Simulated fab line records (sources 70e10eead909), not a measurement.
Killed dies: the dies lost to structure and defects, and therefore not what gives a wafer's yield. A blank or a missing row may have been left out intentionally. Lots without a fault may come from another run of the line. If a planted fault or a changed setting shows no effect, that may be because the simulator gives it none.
fab line records | flow nand_harc | part 1 of 2: steps 1 to 20 of 33
record: lots: 5 | wafers: 15 | last_day: 32
route steps=1302 shown A_STAIRCASE@829
lots untouched by any fault: they come from a run of this same line in which no faults occurred
start_h: the number of hours between the record's first day and the start of the first shown wafer of the lot | wait_h: hours from the lot's prior step to this one | " repeats the value in the row above | L1.1+2: one row covering several wafers at once | - no value, or no start was given | * or withheld: withheld | < > ~ a bound
route shown NAME@n: names a module that has steps shown in the file, with the first one's number in the route | usual: the fault-free wafers' mean and standard deviation | same: alike in all rows | chamber/n: place in a boat | sites: the reading at each site | _std_site: the standard deviation of these | _edge_site: outer sites' mean less inner sites' | radius_mm: for every site, how far away it sits from the centre of the wafer | mask NAME#n: copy n | behind: the most recent tool/chamber to have shaped the wafer | hold: why the lot went on hold/how many hours it stayed there/how the hold came to an end | device: names the non-switching transistor (n, p or np) | end of line: at the end of the route, the tests of the same wafers | where a step has no rows: the recipe by itself | killed: dies that structure and defects cost at the first sort, which is not the same as the wafer's yield | map: a wafer's dies, marking killed ones x, the rest . and places with no die _
set.NAME: the setting the step ran with; set.NAME@STEP: the setting that earlier step ran with | model.NAME: the simulator's own value behind a step, which no gauge read
lots at selected steps of the route; one table per step, one row per wafer
services: when a tool's chamber went out of use (start_h, in hours from the record's first day, below 0 if earlier), for how many hours, and the reason
== steps ==
step: NHARC_A_STAIRCASE_HARDBAKE_311
recipe: temp_c: 120 | time_s: 140
usual: resist_line_temp_C: 23.01/0.11
lot.wafer | tool           | chamber | start_h | wait_h | resist_line_temp_C
L076.4    | litho_track-03 | 0       | 409.85  | -      | 23.12
L076.5    | "              | 0       | "       | "      | 23.02
L076.6    | "              | 0       | "       | "      | 23.07
L079.1    | litho_track-03 | 0       | 428.58  | -      | 23.15
L079.4    | "              | 0       | "       | "      | 22.93
L079.6    | "              | 0       | "       | "      | 23.21
L088.2    | litho_track-07 | 0       | 516.69  | -      | 22.75
L088.4    | "              | 0       | "       | "      | 22.90
L088.6    | "              | 0       | "       | "      | 23.01
L090.2    | litho_track-07 | 0       | 550.63  | -      | 23.13
L090.3    | "              | 0       | "       | "      | 23.17
L090.6    | "              | 0       | "       | "      | 23.02
L094.4    | litho_track-07 | 0       | 599.91  | -      | 23.05
L094.5    | "              | 0       | "       | "      | 23.13
L094.6    | "              | 0       | "       | "      | 23.00
step: NHARC_A_STAIRCASE_DESCUM_312
recipe: time_s: 3 | o2_flow_sccm: 200 | ar_flow_sccm: 0 | bias_power_w: 0 | chemistry: O2
usual: drypump_motor_current_A: 5.6/0.44 | mfc_ar_sccm: 0.007/0.012 | o2_flow_sccm: 200.1/0.64 | oes_product_au: 1.001/0.0083 | rf_vpp_V: 57.7/0.86 | showerhead_plenum_p_Torr: 1.90/0.074 | throttle_valve_pct: 11.310/0.0097
same: bias_power_w: 0
lot.wafer | tool        | chamber | start_h | wait_h | drypump_motor_current_A | mfc_ar_sccm | o2_flow_sccm | oes_product_au | rf_hours_counter_h | rf_vpp_V | showerhead_plenum_p_Torr | throttle_valve_pct
L076.4    | rie_diel-04 | 0       | 409.94  | -      | 5.5                     | 0           | 199.5        | 1.001          | 19                 | 57.7     | 1.86                     | 11.296
L076.6    | "           | 2       | "       | "      | 5.3                     | 0.037       | 198.2        | 0.999          | -                  | 56.7     | 1.83                     | 11.304
L076.5    | "           | 3       | "       | "      | 6.2                     | 0           | 200.7        | 0.996          | -                  | 57.7     | 1.80                     | 11.319
L079.1    | rie_diel-01 | 1       | 428.68  | -      | 5.1                     | 0.009       | 200.2        | 0.999          | 13                 | 56.9     | 2.07                     | 11.296
L079.4    | "           | 3       | "       | "      | 5.1                     | 0           | 199.3        | 0.998          | 15                 | 57.8     | 1.99                     | 11.304
L079.6    | "           | 0       | "       | "      | 5.7                     | 0           | 199.2        | 0.978          | -                  | 57.4     | 1.85                     | 11.305
L088.2    | rie_diel-01 | 3       | 516.81  | -      | 5.1                     | 0           | 200.3        | 0.999          | 48                 | 59.8     | 1.98                     | 11.335
L088.4    | "           | 1       | "       | "      | 5.1                     | 0.009       | 200.3        | 0.987          | -                  | 58.4     | 2.07                     | 11.313
L088.6    | "           | 3       | "       | "      | 5.1                     | 0           | 199.5        | 1.003          | -                  | 58.9     | 1.98                     | 11.314
L090.3    | rie_diel-07 | 3       | 550.71  | -      | 5.3                     | 0.028       | 200.6        | 1.009          | 27                 | 58.6     | 1.93                     | 11.309
L090.2    | "           | 2       | "       | "      | 6.7                     | 0.003       | 200.8        | 1.018          | 22                 | 57.5     | 1.93                     | 11.321
L090.6    | "           | 0       | "       | "      | 6.3                     | 0.002       | 200.9        | 1.007          | -                  | 56.9     | 1.85                     | 11.304
L094.4    | rie_diel-01 | 3       | 600.01  | -      | 5.1                     | 0           | 200.6        | 1.012          | 12                 | 57.9     | 1.97                     | 11.315
L094.6    | "           | 0       | "       | "      | 5.7                     | 0           | 200.3        | 1.000          | -                  | 57.3     | 1.83                     | 11.303
L094.5    | "           | 1       | "       | "      | 5.1                     | 0.009       | 199.8        | 1.005          | -                  | 58.6     | 2.06                     | 11.315
step: NHARC_A_STAIRCASE_ETCH_313
recipe: cf4_flow_sccm: 100 | chf3_flow_sccm: 30 | ar_flow_sccm: 0 | rf_w: 500 | bias_w: 200 | chemistry: CF4/CHF3
usual: drypump_motor_current_A: 5.6/0.45 | mfc_ar_sccm: 0.006/0.01 | oes_product_au: 0.930/0.016 | rf_vpp_V: 370.0/2.1 | showerhead_plenum_p_Torr: 1.56/0.058 | throttle_valve_pct: 16.802/0.0096
lot.wafer | tool        | chamber | start_h | wait_h | drypump_motor_current_A | mfc_ar_sccm | oes_product_au | rf_hours_counter_h | rf_vpp_V | showerhead_plenum_p_Torr | throttle_valve_pct
L076.4    | rie_diel-04 | 0       | 410.01  | 0.1    | 5.5                     | 0           | 0.927          | 19                 | 369.0    | 1.53                     | 16.805
L076.6    | "           | 0       | "       | "      | 5.5                     | 0           | 0.925          | -                  | 369.1    | 1.53                     | 16.825
L076.5    | "           | 1       | "       | "      | 5.7                     | 0.007       | 0.925          | -                  | 370.5    | 1.57                     | 16.808
L079.1    | rie_diel-01 | 1       | 428.75  | 0.1    | 5.1                     | 0.009       | 0.909          | 13                 | 374.6    | 1.70                     | 16.807
L079.4    | "           | 3       | "       | "      | 5.1                     | 0           | 0.927          | 15                 | 372.6    | 1.64                     | 16.801
L079.6    | "           | 2       | "       | "      | 5.1                     | 0.006       | 0.924          | -                  | 371.0    | 1.58                     | 16.789
L088.2    | rie_diel-01 | 0       | 516.89  | 0.1    | 5.7                     | 0           | 0.927          | 47                 | 368.9    | 1.52                     | 16.796
L088.6    | "           | 0       | "       | "      | 5.7                     | 0           | 0.920          | -                  | 367.5    | 1.52                     | 16.802
L088.4    | "           | 1       | "       | "      | 5.1                     | 0.009       | 0.923          | -                  | 374.6    | 1.69                     | 16.795
L090.2    | rie_diel-07 | 1       | 550.81  | 0.1    | 5.7                     | 0           | 0.929          | 23                 | 370.2    | 1.57                     | 16.802
L090.3    | "           | 3       | "       | "      | 5.3                     | 0.028       | 0.928          | 27                 | 373.5    | 1.59                     | 16.805
L090.6    | "           | 1       | "       | "      | 5.7                     | 0           | 0.919          | -                  | 370.5    | 1.57                     | 16.791
L094.4    | rie_diel-01 | 0       | 600.07  | 0.1    | 5.7                     | 0           | 0.920          | 12                 | 369.5    | 1.51                     | 16.805
L094.6    | "           | 0       | "       | "      | 5.7                     | 0           | 0.934          | -                  | 368.3    | 1.51                     | 16.797
L094.5    | "           | 1       | "       | "      | 5.1                     | 0.009       | 0.926          | -                  | 374.7    | 1.68                     | 16.803
step: NHARC_A_STAIRCASE_HM_OPEN_463
recipe: o2_flow_sccm: 400 | cos_flow_sccm: 20 | ar_flow_sccm: 0 | rf_w: 500 | bias_w: 300 | chemistry: O2/COS
usual: drypump_motor_current_A: 5.6/0.46 | mfc_ar_sccm: 0.007/0.011 | o2_flow_sccm: 399.9/1.2 | oes_product_au: 1.001/0.0084 | rf_vpp_V: 466.5/2.5 | showerhead_plenum_p_Torr: 3.09/0.11 | throttle_valve_pct: 28.329/0.0086
lot.wafer | tool        | chamber | start_h | wait_h | drypump_motor_current_A | mfc_ar_sccm | o2_flow_sccm | oes_product_au | rf_hours_counter_h | rf_vpp_V | showerhead_plenum_p_Torr | throttle_valve_pct
L076.4    | rie_diel-04 | 0       | -       | -      | 5.5                     | 0           | 399.5        | 0.996          | 19                 | 466.0    | 3.04                     | 28.339
L076.6    | "           | 3       | "       | "      | 6.2                     | 0           | 402.2        | 1.012          | -                  | 462.7    | 2.94                     | 28.328
L076.5    | "           | 0       | "       | "      | 5.5                     | 0           | 399.7        | 0.997          | -                  | 468.0    | 3.04                     | 28.332
L079.4    | rie_diel-01 | 2       | -       | -      | 5.1                     | 0.006       | 401.0        | 0.985          | 15                 | 468.3    | 3.14                     | 28.333
L079.1    | "           | 0       | "       | "      | 5.7                     | 0           | 398.7        | 0.994          | 15                 | 465.3    | 3.03                     | 28.320
L079.6    | "           | 3       | "       | "      | 5.1                     | 0           | 397.5        | 0.996          | -                  | 469.4    | 3.24                     | 28.323
L088.2    | rie_diel-01 | 3       | -       | -      | 5.2                     | 0           | 401.2        | 0.998          | 48                 | 469.6    | 3.23                     | 28.328
L088.6    | "           | 1       | "       | "      | 5.1                     | 0.009       | 398.6        | 0.993          | -                  | 471.9    | 3.36                     | 28.332
L088.4    | "           | 3       | "       | "      | 5.1                     | 0           | 401.1        | 0.998          | -                  | 469.0    | 3.23                     | 28.323
L090.2    | rie_diel-07 | 0       | -       | -      | 6.3                     | 0.002       | 398.3        | 1.006          | 28                 | 464.7    | 3.02                     | 28.322
L090.3    | "           | 2       | "       | "      | 6.7                     | 0.003       | 399.5        | 1.007          | 22                 | 468.2    | 3.15                     | 28.324
L090.6    | "           | 0       | "       | "      | 6.2                     | 0.002       | 399.3        | 1.001          | -                  | 463.5    | 3.02                     | 28.338
L094.4    | rie_diel-01 | 3       | -       | -      | 5.1                     | 0           | 399.0        | 0.996          | 12                 | 469.4    | 3.21                     | 28.332
L094.5    | "           | 1       | "       | "      | 5.1                     | 0.009       | 401.0        | 1.006          | -                  | 471.9    | 3.34                     | 28.337
L094.6    | "           | 2       | "       | "      | 5.1                     | 0.006       | 401.0        | 0.999          | -                  | 467.6    | 3.11                     | 28.332
step: NHARC_A_STAIRCASE_STRIP_464
recipe: o2_flow_sccm: 400 | cos_flow_sccm: 20 | ar_flow_sccm: 0 | bias_w: 0 | chemistry: O2/COS
lot.wafer  | tool        | chamber | start_h | wait_h
L076.4+6+5 | rie_diel-04 | 2,0,1   | -       | -
L079.1+4+6 | rie_diel-01 | 1,3,1   | -       | -
L088.2+4+6 | rie_diel-01 | 1,0,3   | -       | -
L090.2+3+6 | rie_diel-07 | 0,2,0   | -       | -
L094.4+5+6 | rie_diel-01 | 1,0,1   | -       | -
step: NHARC_A_STAIRCASE_ETCH_453
recipe: target_depth_a: 300 | overetch_a: 30 | time_s: 16.5 | ion_energy_ev: 100 | cf4_flow_sccm: 80 | o2_flow_sccm: 20 | ar_flow_sccm: 0 | rf_w: 300 | bias_w: 100 | chemistry: CF4/O2
usual: drypump_motor_current_A: 5.6/0.45 | mfc_ar_sccm: 0.006/0.011 | o2_flow_sccm: 20.00/0.06 | oes_product_au: 0.999/0.0076 | rf_vpp_V: 197.6/1.3 | showerhead_plenum_p_Torr: 1.32/0.05 | throttle_valve_pct: 13.399/0.0086
lot.wafer | tool        | chamber | start_h | wait_h | drypump_motor_current_A | mfc_ar_sccm | o2_flow_sccm | oes_product_au | rf_hours_counter_h | rf_vpp_V | showerhead_plenum_p_Torr | throttle_valve_pct
L076.4    | rie_diel-04 | 3       | -       | -      | 6.2                     | 0           | 19.95        | 0.993          | 18                 | 197.0    | 1.26                     | 13.389
L076.5    | "           | 0       | "       | "      | 5.5                     | 0           | 19.91        | 0.999          | -                  | 195.9    | 1.30                     | 13.414
L076.6    | "           | 1       | "       | "      | 5.7                     | 0.007       | 19.98        | 0.990          | -                  | 196.2    | 1.33                     | 13.398
L079.1    | rie_diel-01 | 3       | -       | -      | 5.1                     | 0           | 20.05        | 1.004          | 15                 | 199.1    | 1.39                     | 13.389
L079.4    | "           | 0       | "       | "      | 5.7                     | 0           | 19.98        | 0.997          | 15                 | 196.6    | 1.29                     | 13.392
L079.6    | "           | 3       | "       | "      | 5.1                     | 0           | 19.96        | 1.000          | -                  | 199.9    | 1.39                     | 13.408
L088.2    | rie_diel-01 | 0       | -       | -      | 5.7                     | 0           | 19.98        | 0.994          | 47                 | 195.6    | 1.28                     | 13.394
L088.4    | "           | 3       | "       | "      | 5.1                     | 0           | 20.08        | 0.997          | -                  | 198.6    | 1.38                     | 13.396
L088.6    | "           | 0       | "       | "      | 5.7                     | 0           | 19.96        | 0.989          | -                  | 196.9    | 1.29                     | 13.408
L090.3    | rie_diel-07 | 2       | -       | -      | 6.6                     | 0.003       | 19.99        | 1.015          | 22                 | 197.9    | 1.35                     | 13.418
L090.2    | "           | 0       | "       | "      | 6.3                     | 0.002       | 19.94        | 0.995          | 28                 | 197.5    | 1.29                     | 13.402
L090.6    | "           | 1       | "       | "      | 5.7                     | 0           | 20.15        | 0.992          | -                  | 198.0    | 1.33                     | 13.398
L094.4    | rie_diel-01 | 1       | -       | -      | 5.1                     | 0.009       | 20.00        | 0.999          | 12                 | 200.5    | 1.43                     | 13.416
L094.6    | "           | 2       | "       | "      | 5.1                     | 0.006       | 20.09        | 1.004          | -                  | 197.5    | 1.33                     | 13.404
L094.5    | "           | 3       | "       | "      | 5.2                     | 0           | 20.08        | 1.011          | -                  | 198.6    | 1.38                     | 13.397
step: NHARC_A_STAIRCASE_ETCH_315
recipe: target_depth_a: 25000 | time_s: 607.1 | ion_energy_ev: 800 | c4f8_flow_sccm: 80 | o2_flow_sccm: 60 | ar_flow_sccm: withheld | rf_w: 600 | bias_w: 3000 | chemistry: C4F8/O2/Ar
usual: oes_product_au: 0.933/0.0096 | rf_vpp_V: 1825/9.7
lot.wafer | tool        | chamber | start_h | wait_h | oes_product_au | rf_hours_counter_h | rf_vpp_V
L076.4    | rie_diel-04 | 0       | -       | -      | 0.938          | 19                 | 1821
L076.6    | "           | 3       | "       | "      | 0.924          | -                  | 1811
L076.5    | "           | 0       | "       | "      | 0.928          | -                  | 1820
L079.1    | rie_diel-01 | 1       | -       | -      | 0.943          | 14                 | 1846
L079.4    | "           | 3       | "       | "      | 0.938          | 15                 | 1838
L079.6    | "           | 0       | "       | "      | 0.925          | -                  | 1818
L088.2    | rie_diel-01 | 1       | -       | -      | 0.919          | 31                 | 1846
L088.6    | "           | 3       | "       | "      | 0.929          | -                  | 1836
L088.4    | "           | 0       | "       | "      | 0.916          | -                  | 1818
L090.3    | rie_diel-07 | 2       | -       | -      | 0.939          | 23                 | 1828
L090.2    | "           | 1       | "       | "      | 0.925          | 23                 | 1826
L090.6    | "           | 2       | "       | "      | 0.936          | -                  | 1830
L094.4    | rie_diel-01 | 2       | -       | -      | 0.920          | 11                 | 1826
L094.5    | "           | 3       | "       | "      | 0.933          | -                  | 1834
L094.6    | "           | 0       | "       | "      | 0.934          | -                  | 1816
step: NHARC_A_STAIRCASE_STRIP_316
recipe: o2_flow_sccm: 500 | ar_flow_sccm: 0 | bias_w: 0 | chemistry: O2
usual: drypump_motor_current_A: 5.6/0.46 | mfc_ar_sccm: 0.006/0.011 | o2_flow_sccm: 499.9/1.5 | oes_product_au: 1.000/0.008 | rf_vpp_V: 57.8/0.77 | showerhead_plenum_p_Torr: 3.50/0.12 | throttle_valve_pct: 17.037/0.0092
lot.wafer | tool        | chamber | start_h | wait_h | drypump_motor_current_A | mfc_ar_sccm | o2_flow_sccm | oes_product_au | rf_hours_counter_h | rf_vpp_V | showerhead_plenum_p_Torr | throttle_valve_pct
L076.4    | rie_diel-04 | 0       | -       | -      | 5.5                     | 0           | 502.3        | 0.986          | 19                 | 57.8     | 3.44                     | 17.037
L076.6    | "           | 0       | "       | "      | 5.5                     | 0           | 501.8        | 1.006          | -                  | 57.0     | 3.44                     | 17.032
L076.5    | "           | 1       | "       | "      | 5.7                     | 0.007       | 500.3        | 1.001          | -                  | 58.0     | 3.52                     | 17.035
L079.4    | rie_diel-01 | 1       | -       | -      | 5.1                     | 0.009       | 500.2        | 0.999          | 14                 | 58.2     | 3.80                     | 17.045
L079.1    | "           | 2       | "       | "      | 5.1                     | 0.006       | 500.5        | 0.994          | 15                 | 59.0     | 3.54                     | 17.045
L079.6    | "           | 3       | "       | "      | 5.1                     | 0           | 499.2        | 1.004          | -                  | 58.1     | 3.66                     | 17.045
L088.2    | rie_diel-01 | 1       | -       | -      | 5.1                     | 0.009       | 501.0        | 0.996          | 31                 | 56.9     | 3.79                     | 17.024
L088.6    | "           | 1       | "       | "      | 5.1                     | 0.009       | 500.0        | 0.986          | -                  | 57.9     | 3.79                     | 17.029
L088.4    | "           | 3       | "       | "      | 5.1                     | 0           | 499.6        | 0.988          | -                  | 58.6     | 3.65                     | 17.043
L090.3    | rie_diel-07 | 1       | -       | -      | 5.7                     | 0           | 500.7        | 0.989          | 23                 | 58.1     | 3.52                     | 17.043
L090.2    | "           | 2       | "       | "      | 6.7                     | 0.003       | 499.6        | 1.001          | 23                 | 58.1     | 3.56                     | 17.025
L090.6    | "           | 3       | "       | "      | 5.3                     | 0.028       | 499.9        | 1.000          | -                  | 57.1     | 3.56                     | 17.030
L094.4    | rie_diel-01 | 3       | -       | -      | 5.1                     | 0           | 498.5        | 0.994          | 12                 | 58.7     | 3.63                     | 17.028
L094.5    | "           | 0       | "       | "      | 5.7                     | 0           | 503.2        | 0.995          | -                  | 56.8     | 3.39                     | 17.030
L094.6    | "           | 1       | "       | "      | 5.1                     | 0.009       | 500.7        | 0.993          | -                  | 57.8     | 3.78                     | 17.037
step: NHARC_A_STAIRCASE_STRIP_317
recipe: time_s: 900 | temp_c: 130 | chemistry: SPM
lot.wafer  | tool         | chamber | start_h | wait_h
L076.4+5+6 | wet_bench-09 | 5,6,1   | 411.29  | -
L079.6+1+4 | wet_bench-01 | 2,3,6   | 430.00  | -
L088.6+4+2 | wet_bench-05 | 7,2,3   | 518.37  | -
L090.3+2+6 | wet_bench-09 | 0,2,3   | 552.06  | -
L094.6+4+5 | wet_bench-09 | 6,7,3   | 601.32  | -
step: NHARC_A_STAIRCASE_PRECLEAN_318
recipe: time_s: * | temp_c: 50 | bath_age_min: 0 | chemistry: SC1
lot.wafer  | tool         | chamber | start_h | wait_h
L076.4+5+6 | wet_bench-09 | 5,6,1   | -       | -
L079.6+1+4 | wet_bench-01 | 2,3,6   | -       | -
L088.6+4+2 | wet_bench-05 | 7,2,3   | -       | -
L090.3+2+6 | wet_bench-09 | 0,2,3   | -       | -
L094.6+4+5 | wet_bench-09 | 6,7,3   | -       | -
step: NHARC_A_STAIRCASE_SRD_329
lot.wafer  | tool         | chamber | start_h | wait_h
L076.4+5+6 | wet_bench-09 | 5,6,1   | -       | -
L079.6+1+4 | wet_bench-01 | 2,3,6   | -       | -
L088.6+4+2 | wet_bench-05 | 7,2,3   | -       | -
L090.3+2+6 | wet_bench-09 | 0,2,3   | -       | -
L094.6+4+5 | wet_bench-09 | 6,7,3   | -       | -
step: NHARC_A_STAIRCASE_ALD_415
recipe: target_thk_a: 300 | pulse_time_s: 6 | ald_cycles: 300 | temp_c: 300 | material: SiO2
usual: heater_power_w: 471/51 | precursor_pulse_height_rel: 1.002/0.022
lot.wafer | tool      | chamber | start_h | wait_h | heater_power_w | precursor_pulse_height_rel
L076.4    | ald_hk-01 | 2       | 412.04  | 0.3    | 474            | 1.018
L076.5    | "         | 1       | "       | "      | 445            | 0.999
L076.6    | "         | 2       | "       | "      | 473            | 0.961
L079.4    | ald_hk-01 | 0       | 430.76  | 0.3    | 436            | 0.979
L079.1    | "         | 1       | "       | "      | 447            | 1.000
L079.6    | "         | 3       | "       | "      | 532            | 1.007
L088.4    | ald_hk-01 | 2       | 519.35  | 0.5    | 466            | 1.017
L088.2    | "         | 3       | "       | "      | 540            | 0.987
L088.6    | "         | 1       | "       | "      | 441            | 1.024
L090.2    | ald_hk-03 | 0       | 552.57  | 0.1    | 450            | 1.012
L090.3    | "         | 2       | "       | "      | 605            | 0.979
L090.6    | "         | 0       | "       | "      | 438            | 0.999
L094.4    | ald_hk-01 | 1       | 601.85  | 0.1    | 438            | 0.997
L094.5    | "         | 1       | "       | "      | 450            | 1.003
L094.6    | "         | 2       | "       | "      | 461            | 0.983
step: NHARC_A_STAIRCASE_ETCHBACK_416
recipe: target_depth_a: 360 | time_s: 7.2 | c4f8_flow_sccm: withheld | o2_flow_sccm: 8 | ar_flow_sccm: withheld | rf_w: 600 | bias_w: 800 | chemistry: C4F8/O2/Ar
usual: oes_product_au: 0.933/0.025 | rf_vpp_V: 722/3.6
lot.wafer | tool        | chamber | start_h | wait_h | oes_product_au | rf_hours_counter_h | rf_vpp_V
L076.4    | rie_diel-04 | 2       | -       | -      | 0.926          | 18                 | 719
L076.6    | "           | 3       | "       | "      | 0.916          | -                  | 718
L076.5    | "           | 0       | "       | "      | 0.933          | -                  | 720
L079.4    | rie_diel-07 | 2       | -       | -      | 0.928          | 43                 | 725
L079.1    | "           | 1       | "       | "      | 0.925          | 37                 | 722
L079.6    | "           | 3       | "       | "      | 0.928          | -                  | 724
L088.2    | rie_diel-04 | 2       | -       | -      | 0.923          | 49                 | 719
L088.4    | "           | 2       | "       | "      | 0.921          | -                  | 718
L088.6    | "           | 3       | "       | "      | 0.916          | -                  | 718
L090.3    | rie_diel-01 | 1       | -       | -      | 0.925          | 44                 | 732
L090.2    | "           | 0       | "       | "      | 0.915          | 58                 | 720
L090.6    | "           | 1       | "       | "      | 0.918          | -                  | 730
L094.6    | rie_diel-04 | 1       | -       | -      | 0.923          | -                  | 722
L094.4    | "           | 3       | "       | "      | 0.912          | -                  | 715
L094.5    | "           | 0       | "       | "      | 0.929          | -                  | 721
step: NHARC_A_STAIRCASE_STRIP_476
recipe: time_s: 20 | o2_flow_sccm: 500 | ar_flow_sccm: 0 | bias_w: 0 | chemistry: O2
usual: drypump_motor_current_A: 5.7/0.5 | mfc_ar_sccm: 0.008/0.011 | o2_flow_sccm: 500.0/1.5 | oes_product_au: 1.001/0.008 | rf_vpp_V: 57.8/0.89 | showerhead_plenum_p_Torr: 3.50/0.13 | throttle_valve_pct: 17.036/0.0089
lot.wafer | tool        | chamber | start_h | wait_h | drypump_motor_current_A | mfc_ar_sccm | o2_flow_sccm | oes_product_au | rf_hours_counter_h | rf_vpp_V | showerhead_plenum_p_Torr | throttle_valve_pct
L076.4    | rie_diel-04 | 1       | 414.01  | 0.1    | 5.7                     | 0.007       | 500.5        | 0.998          | 18                 | 57.3     | 3.52                     | 17.032
L076.6    | "           | 2       | "       | "      | 5.3                     | 0.037       | 499.8        | 1.007          | -                  | 56.9     | 3.38                     | 17.032
L076.5    | "           | 3       | "       | "      | 6.2                     | 0           | 501.0        | 1.006          | -                  | 57.8     | 3.33                     | 17.030
L079.1    | rie_diel-07 | 2       | 432.71  | 0.1    | 6.7                     | 0.003       | 503.4        | 1.012          | 43                 | 58.6     | 3.58                     | 17.035
L079.4    | "           | 0       | "       | "      | 6.3                     | 0.002       | 497.5        | 1.003          | 44                 | 58.4     | 3.44                     | 17.051
L079.6    | "           | 1       | "       | "      | 5.7                     | 0           | 502.6        | 0.997          | -                  | 58.0     | 3.53                     | 17.029
L088.2    | rie_diel-04 | 1       | 521.07  | 0.1    | 5.7                     | 0.007       | 501.2        | 1.005          | 45                 | 59.4     | 3.50                     | 17.047
L088.4    | "           | 3       | "       | "      | 6.2                     | 0           | 498.6        | 0.999          | -                  | 56.3     | 3.31                     | 17.046
L088.6    | "           | 1       | "       | "      | 5.7                     | 0.007       | 503.1        | 1.004          | -                  | 58.5     | 3.50                     | 17.044
L090.3    | rie_diel-01 | 3       | 554.75  | 0.1    | 5.1                     | 0           | 499.0        | 1.010          | 63                 | 58.0     | 3.64                     | 17.026
L090.2    | "           | 0       | "       | "      | 5.7                     | 0           | 501.0        | 1.002          | 58                 | 57.4     | 3.40                     | 17.040
L090.6    | "           | 3       | "       | "      | 5.1                     | 0           | 501.0        | 1.004          | -                  | 58.9     | 3.64                     | 17.039
L094.4    | rie_diel-04 | 1       | 604.07  | 0.1    | 5.7                     | 0.007       | 498.5        | 0.995          | -                  | 56.4     | 3.49                     | 17.043
L094.6    | "           | 3       | "       | "      | 6.2                     | 0           | 500.1        | 0.985          | -                  | 56.8     | 3.30                     | 17.027
L094.5    | "           | 0       | "       | "      | 5.5                     | 0           | 502.9        | 1.002          | -                  | 57.0     | 3.42                     | 17.033
step: NHARC_A_STAIRCASE_DEP_417
recipe: target_thk_a: 600 | step_coverage_pct: 20 | temp_c: 400 | target_thk_nm: 60 | flow_sccm: 200 | rf_w: 450 | material: Si3N4
usual: heater_power_w: 702/60
lot.wafer | tool     | chamber | start_h | wait_h | heater_power_w
L076.4    | pecvd-01 | 0       | 414.24  | -      | 703
L076.5    | "        | 1       | "       | "      | 610
L076.6    | "        | 2       | "       | "      | 770
L079.1    | pecvd-01 | 2       | 432.80  | -      | 735
L079.4    | "        | 2       | "       | "      | 713
L079.6    | "        | 0       | "       | "      | 713
L088.2    | pecvd-01 | 0       | 521.17  | -      | 733
L088.4    | "        | 0       | "       | "      | 730
L088.6    | "        | 1       | "       | "      | 649
L090.2    | pecvd-04 | 0       | 554.89  | -      | 619
L090.3    | "        | 1       | "       | "      | 649
L090.6    | "        | 2       | "       | "      | 674
L094.6    | pecvd-04 | 0       | 604.30  | -      | 702
L094.5    | "        | 1       | "       | "      | 582
L094.4    | "        | 2       | "       | "      | 688
step: NHARC_A_STAIRCASE_WET_418
recipe: temp_c: 160 | target_depth_a: 200 | chemistry: H3PO4
lot.wafer  | tool         | chamber | start_h | wait_h
L076.4+5+6 | wet_h3po4-02 | 1       | 416.10  | -
L079.1+4+6 | wet_h3po4-01 | 1       | 434.80  | -
L088.2+4+6 | wet_h3po4-02 | 1       | 523.16  | -
L090.2+3+6 | wet_h3po4-01 | 0       | 556.84  | -
L094.4+5+6 | wet_h3po4-02 | 0       | 608.02  | -
step: NHARC_A_STAIRCASE_PRECLEAN_419
recipe: time_s: * | temp_c: 50 | bath_age_min: 0 | chemistry: SC1
lot.wafer  | tool         | chamber | start_h | wait_h
L076.4+5+6 | wet_bench-01 | 6,0,2   | 416.67  | 0.0
L079.6+4+1 | wet_bench-01 | 1,5,6   | 435.37  | 0.0
L088.2+4+6 | wet_bench-09 | 7,0,3   | 523.74  | 0.0
L090.3+6+2 | wet_bench-01 | 6,7,3   | 557.41  | 0.0
L094.4+6+5 | wet_bench-09 | 4,5,7   | 608.59  | 0.0
step: NHARC_A_STAIRCASE_SRD_421
lot.wafer  | tool         | chamber | start_h | wait_h
L076.4+5+6 | wet_bench-01 | 6,0,2   | -       | -
L079.6+4+1 | wet_bench-01 | 1,5,6   | -       | -
L088.2+4+6 | wet_bench-09 | 7,0,3   | -       | -
L090.3+6+2 | wet_bench-01 | 6,7,3   | 557.48  | 0.1
L094.4+6+5 | wet_bench-09 | 4,5,7   | 608.66  | 0.1
step: NHARC_A_STAIRCASE_ALD_420
recipe: target_thk_a: 200 | pulse_time_s: 6 | ald_cycles: 200 | temp_c: 300 | material: SiO2
usual: heater_power_w: 470/51 | precursor_pulse_height_rel: 0.999/0.02
lot.wafer | tool      | chamber | start_h | wait_h | heater_power_w | precursor_pulse_height_rel
L076.4    | ald_hk-02 | 3       | 416.83  | -      | 387            | 0.994
L076.6    | "         | 3       | "       | "      | 396            | 1.031
L076.5    | "         | 0       | "       | "      | 515            | 1.000
L079.1    | ald_hk-01 | 1       | 435.67  | -      | 440            | 1.011
L079.4    | "         | 3       | "       | "      | 523            | 1.012
L079.6    | "         | 1       | "       | "      | 433            | 1.024
L088.2    | ald_hk-01 | 2       | 524.04  | -      | 477            | 0.993
L088.4    | "         | 3       | "       | "      | 526            | 1.032
L088.6    | "         | 1       | "       | "      | 440            | 0.992
L090.3    | ald_hk-03 | 3       | 557.59  | 0.1    | 452            | 0.966
L090.2    | "         | 1       | "       | "      | 519            | 0.988
L090.6    | "         | 3       | "       | "      | 446            | 1.015
L094.4    | ald_hk-03 | 2       | 610.18  | 1.5    | 571            | 1.004
L094.5    | "         | 3       | "       | "      | 454            | 1.009
L094.6    | "         | 0       | "       | "      | 457            | 1.046
step: NHARC_A_STAIRCASE_CVD_552
recipe: target_thk_a: 400 | temp_c: 700 | pressure_mtorr: 300 | material: SiNx
lot.wafer  | tool     | chamber | start_h | wait_h
L076.4+5+6 | lpcvd-02 | 0       | -       | -
L079.1+4+6 | lpcvd-01 | 1       | -       | -
L088.2+4+6 | lpcvd-01 | 0       | -       | -
L090.2+3+6 | lpcvd-01 | 1       | -       | -
L094.4+5+6 | lpcvd-01 | 0       | -       | -
